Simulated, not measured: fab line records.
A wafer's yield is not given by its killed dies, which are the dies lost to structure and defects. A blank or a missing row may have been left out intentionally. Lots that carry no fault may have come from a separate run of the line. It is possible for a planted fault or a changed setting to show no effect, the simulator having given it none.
Which of the tools did it? | flow n5Finfet | 9 lots with 26 wafers sampled at 7 steps, on a route of 1938 steps

== WHAT EACH GAUGE READ, for each wafer ==
N5_WELL_APT_OVL_MEAS_09. Usual: for NWELL_OVL the level is -4 nm and the standard deviation is 4.9.
lot  | measured    | on         | NWELL_OVL (nm) | flag
L155 | day 2 07:43 | overlay-02 | -1 4           | 
L156 | day 2 13:46 | overlay-02 | -9 -2 0        | 
L158 | day 3 01:48 | overlay-01 | 1 -5 -3        | 
L166 | day 5 01:37 | overlay-01 | -7 -13 -1      | 
L169 | day 5 19:43 | overlay-02 | -10 -5 -10     | 
L170 | day 6 01:43 | overlay-01 | 0 0 -8         | 
L171 | day 6 07:46 | overlay-02 | -3 -11 -9      | 
L173 | day 6 19:52 | overlay-01 | -10 -9 -5      | 
L174 | day 7 01:51 | overlay-01 | -6 -6 -1       | 

N5_WELL_APT_INSPECT_27: inspects for defects (macro). Usual: rawDefectCount 2.2, standard deviation 1.3.
lot  | measured    | on               | rawDefectCount | flag
L155 | day 2 09:17 | defectInspect-01 | 0 2            | 
L156 | day 2 15:03 | defectInspect-01 | >300 5 2       | 
L158 | day 3 03:04 | defectInspect-01 | >300 1 0       | 
L166 | day 5 03:00 | defectInspect-02 | 2 1 0          | 
L169 | day 5 20:59 | defectInspect-01 | 1 2 2          | 
L170 | day 6 03:00 | defectInspect-02 | 2 2 3          | 
L171 | day 6 08:55 | defectInspect-02 | 2 2 1          | 
L173 | day 6 21:01 | defectInspect-01 | 2 1 4          | 
L174 | day 7 03:00 | defectInspect-01 | 4 3 1          | 

N5_WELL_APT_INSPECT_38: inspects for defects (darkfield). Usual: rawDefectCount 13, standard deviation 5.
lot  | measured    | on               | rawDefectCount | flag
L155 | day 2 12:13 | defectInspect-02 | 21 9           | 
L156 | day 2 16:44 | defectInspect-01 | 1031 20 6      | OFF
L158 | day 3 04:45 | defectInspect-02 | 1041 12 11     | OFF
L166 | day 5 04:41 | defectInspect-01 | 23 16 18       | 
L169 | day 5 23:01 | defectInspect-02 | 6 16 11        | 
L170 | day 6 05:31 | defectInspect-01 | 14 9 20        | 
L171 | day 6 10:47 | defectInspect-02 | 11 17 10       | 
L173 | day 6 22:41 | defectInspect-02 | 3 11 13        | 
L174 | day 7 04:41 | defectInspect-02 | 24 12 14       | 

N5_BEOL_M4_RC_MEAS_101. Usual: DIBL_N 36.0 mV/V, standard deviation 1.6; DIBL_P 35.8 mV/V, standard deviation 2; IOFF_N 0.152 nA/um, standard deviation 0.03; IOFF_P 0.20 nA/um, standard deviation 0.031; ION_N 670 uA/um, standard deviation 12; ION_P 459 uA/um, standard deviation 7.4; SS_N 71.5 mV/dec, standard deviation 0.56; SS_P 73.2 mV/dec, standard deviation 0.64; VT_N 251 mV, standard deviation 3.5; VT_P -252 mV, standard deviation 3.3.
lot  | measured     | on        | DIBL_N (mV/V)  | DIBL_P (mV/V)  | IOFF_N (nA/um)    | IOFF_P (nA/um) | ION_N (uA/um) | ION_P (uA/um) | SS_N (mV/dec)  | SS_P (mV/dec)  | VT_N (mV)   | VT_P (mV)      | flag
L155 | day 9 22:49  | prober-01 | 36.7 35.8      | 37.3 35.5      | 0.176 0.165       | 0.21 0.19      | 670 667       | 452 456       | 71.8 71.8      | 73.2 73.5      | 251 247     | -251 -254      | 
L156 | day 10 03:13 | prober-01 | 37.4 35.9 37.2 | 36.7 35.6 37.0 | 0.151 0.125 0.155 | 0.20 0.18 0.20 | 674 656 680   | 461 455 463   | 71.8 71.3 72.1 | 73.6 73.2 73.6 | 253 255 250 | -252 -250 -253 | 
L158 | day 10 23:09 | prober-02 | 37.7 36.8 34.7 | 38.8 37.0 35.1 | 0.193 0.170 0.134 | 0.23 0.20 0.18 | 682 665 667   | 463 449 457   | 72.0 71.2 71.4 | 74.0 73.4 73.4 | 248 247 253 | -253 -253 -252 | 
L166 | day 12 21:17 | prober-01 | 34.8 37.0 37.5 | 36.5 39.1 39.4 | 0.157 0.203 0.224 | 0.21 0.26 0.26 | 672 695 686   | 461 470 466   | 71.3 71.8 72.0 | 72.7 73.6 73.6 | 249 245 243 | -250 -246 -248 | 
L169 | day 13 03:50 | prober-02 | 36.2 37.3 34.6 | 34.5 34.6 32.2 | 0.148 0.146 0.120 | 0.18 0.17 0.16 | 684 674 660   | 464 447 449   | 71.2 71.6 70.6 | 72.7 72.7 72.4 | 248 254 253 | -255 -255 -256 | 
L170 | day 13 06:11 | prober-02 | 35.6 35.3 36.1 | 35.8 35.7 35.7 | 0.151 0.146 0.150 | 0.20 0.20 0.20 | 687 674 673   | 469 461 459   | 71.3 70.9 71.2 | 73.7 73.4 72.6 | 250 248 249 | -250 -251 -249 | 
L171 | day 14 05:24 | prober-02 | 35.8 33.6 34.9 | 34.9 31.3 33.4 | 0.155 0.109 0.135 | 0.19 0.14 0.17 | 680 653 674   | 462 449 463   | 71.8 71.5 71.9 | 72.8 73.0 72.8 | 249 257 250 | -252 -256 -253 | 
L173 | day 14 03:56 | prober-02 | 35.4 35.7 38.8 | 35.1 37.0 40.0 | 0.126 0.139 0.190 | 0.16 0.18 0.23 | 651 671 671   | 441 461 449   | 71.2 71.3 72.2 | 72.9 73.1 74.8 | 253 253 247 | -254 -252 -251 | 
L174 | day 15 06:46 | prober-01 | 35.3 35.7 37.0 | 36.1 36.1 37.1 | 0.156 0.171 0.177 | 0.23 0.22 0.23 | 681 677 676   | 467 468 465   | 71.0 71.2 71.9 | 73.7 74.0 74.4 | 248 249 251 | -249 -250 -250 | 

== WHICH TOOL RAN EACH LOT (tool, then ch and the chambers of the sampled wafers, then the start) ==
lot  | N5_WELL_APT_DESCUM_13            | N5_WELL_APT_STRIP_16              | N5_PMOS_HMC_CHANNEL_EPI_ETCH_38
L155 | rieDiel-02 ch 0,1, day 2 08:04   | wetBench-06 ch 4,6, day 2 08:33   | rieSi-06 ch 1,2, day 2 13:16
L156 | rieDiel-06 ch 0,2, day 2 13:49   | wetBench-06 ch 1,2,6, day 2 14:18 | rieSi-03 ch 0,2,3, day 2 18:05
L158 | rieDiel-05 ch 0,1,2, day 3 01:59 | wetBench-06 ch 4,5,6, day 3 02:28 | rieSi-03 ch 1,2, day 3 05:51
L166 | rieDiel-05 ch 0,1, day 5 01:46   | wetBench-05 ch 1,3,4, day 5 02:15 | rieSi-06 ch 0,1, day 5 05:38
L169 | rieDiel-02 ch 0,1, day 5 19:46   | wetBench-06 ch 3,4,5, day 5 20:15 | rieSi-03 ch 0,1, day 5 23:53
L170 | rieDiel-06 ch 0,1,3, day 6 01:53 | wetBench-05 ch 1,2,3, day 6 02:23 | rieSi-03 ch 0,3, day 6 06:31
L171 | rieDiel-02 ch 0,1,2, day 6 07:50 | wetBench-06 ch 2,5,7, day 6 08:19 | rieSi-03 ch 0,2,3, day 6 11:38
L173 | rieDiel-06 ch 1,2,3, day 6 19:55 | wetBench-03 ch 1,3,6, day 6 20:25 | rieSi-03 ch 0,1,3, day 6 23:31
L174 | rieDiel-06 ch 0,1,3, day 7 01:55 | wetBench-05 ch 2,5,7, day 7 02:24 | rieSi-03 ch 0,1,3, day 7 05:39
- N5_WELL_APT_DESCUM_13: chemistry O2, time 7.9 s.
- N5_WELL_APT_STRIP_16: strips in SPM, time 900 s.
- N5_PMOS_HMC_CHANNEL_EPI_ETCH_38: etches SiO2 in CF4, target depth 1.5 nm.

== WHAT THE TOOLS THEMSELVES READ (means of the sampled wafers that have a number; where no wafer has one, the mark that the record gives instead) ==
N5_WELL_APT_DESCUM_13. Usual: drypumpMotorCurrentA 5.7 A, standard deviation 0.45; o2FlowSccm 225.0 sccm, standard deviation 0.68; oesProductAu 0.77 a.u., standard deviation 0.084; rfVppV 243.3 V, standard deviation 1.1; showerheadPlenumPTorr 2.11 Torr, standard deviation 0.044; throttleValvePct 20.50 %, standard deviation 0.2.
lot  | tool       | drypumpMotorCurrentA (A) | o2FlowSccm (sccm) | oesProductAu (a.u.) | rfVppV (V) | showerheadPlenumPTorr (Torr) | throttleValvePct (%) | flag
L155 | rieDiel-02 | 5.1                      | 224.8             | 0.73                | 242.4      | 2.13                         | 20.59                | 
L156 | rieDiel-06 | 6.0                      | 225.3             | 0.70                | 243.5      | 2.12                         | 20.57                | 
L158 | rieDiel-05 | 5.7                      | 225.0             | 0.75                | 242.6      | 2.10                         | 20.58                | 
L166 | rieDiel-05 | 5.7                      | 224.7             | 0.76                | 243.3      | 2.10                         | 20.64                | 
L169 | rieDiel-02 | 5.1                      | 225.1             | 0.72                | 243.2      | 2.11                         | 20.60                | 
L170 | rieDiel-06 | 5.8                      | 225.3             | 0.85                | 244.1      | 2.12                         | 20.30                | 
L171 | rieDiel-02 | 5.3                      | 224.7             | 0.77                | 243.4      | 2.13                         | 20.54                | 
L173 | rieDiel-06 | 5.9                      | 224.8             | 0.78                | 243.1      | 2.09                         | 20.32                | 
L174 | rieDiel-06 | 5.8                      | 225.0             | 0.84                | 244.1      | 2.11                         | 20.30                | 

N5_PMOS_HMC_CHANNEL_EPI_ETCH_38. Usual: drypumpMotorCurrentA 5.8 A, standard deviation 0.51; oesProductAu 0.994 a.u., standard deviation 0.014; throttleValvePct 21.78 %, standard deviation 0.17.
lot  | tool     | drypumpMotorCurrentA (A) | oesProductAu (a.u.) | throttleValvePct (%) | flag
L155 | rieSi-06 | 5.8                      | 0.999               | 21.66                | 
L156 | rieSi-03 | 5.6                      | 0.990               | 21.87                | 
L158 | rieSi-03 | 6.1                      | 0.988               | 21.66                | 
L166 | rieSi-06 | 5.7                      | 1.009               | 21.68                | 
L169 | rieSi-03 | 5.9                      | 0.981               | 21.78                | 
L170 | rieSi-03 | 5.8                      | 0.995               | 22.02                | 
L171 | rieSi-03 | 5.6                      | 0.992               | 21.88                | 
L173 | rieSi-03 | 5.9                      | 0.992               | 21.90                | 
L174 | rieSi-03 | 5.9                      | 0.987               | 21.91                | 

== THE ANSWER, worked out from the rows above alone ==
Rule: take the mean of a lot's wafers that have a number; if it is more than 3 standard deviations from the usual mean, the lot is off. Also off: a lot with no number at a reading for which 4 or more lots have one. Where the step has rows for the other lots, those lots are counted as sound. Order of review: gauges by route order, followed by the tools' own readings, for which a lot's mean as printed above is used. At the first step where some lot is off, the reading lying furthest off is the one used; lots without a number count as furthest.
Off, at N5_WELL_APT_INSPECT_38 on rawDefectCount: L156, L158.
If a tool, at a process step before that reading, ran all the lots that are off and no sound lot after the first of them, it fits. Those tools and the gauges at N5_WELL_APT_INSPECT_38 are tried in the same way. None of those tried fits.

== WHAT THE SIMULATOR HAD INSERTED ==
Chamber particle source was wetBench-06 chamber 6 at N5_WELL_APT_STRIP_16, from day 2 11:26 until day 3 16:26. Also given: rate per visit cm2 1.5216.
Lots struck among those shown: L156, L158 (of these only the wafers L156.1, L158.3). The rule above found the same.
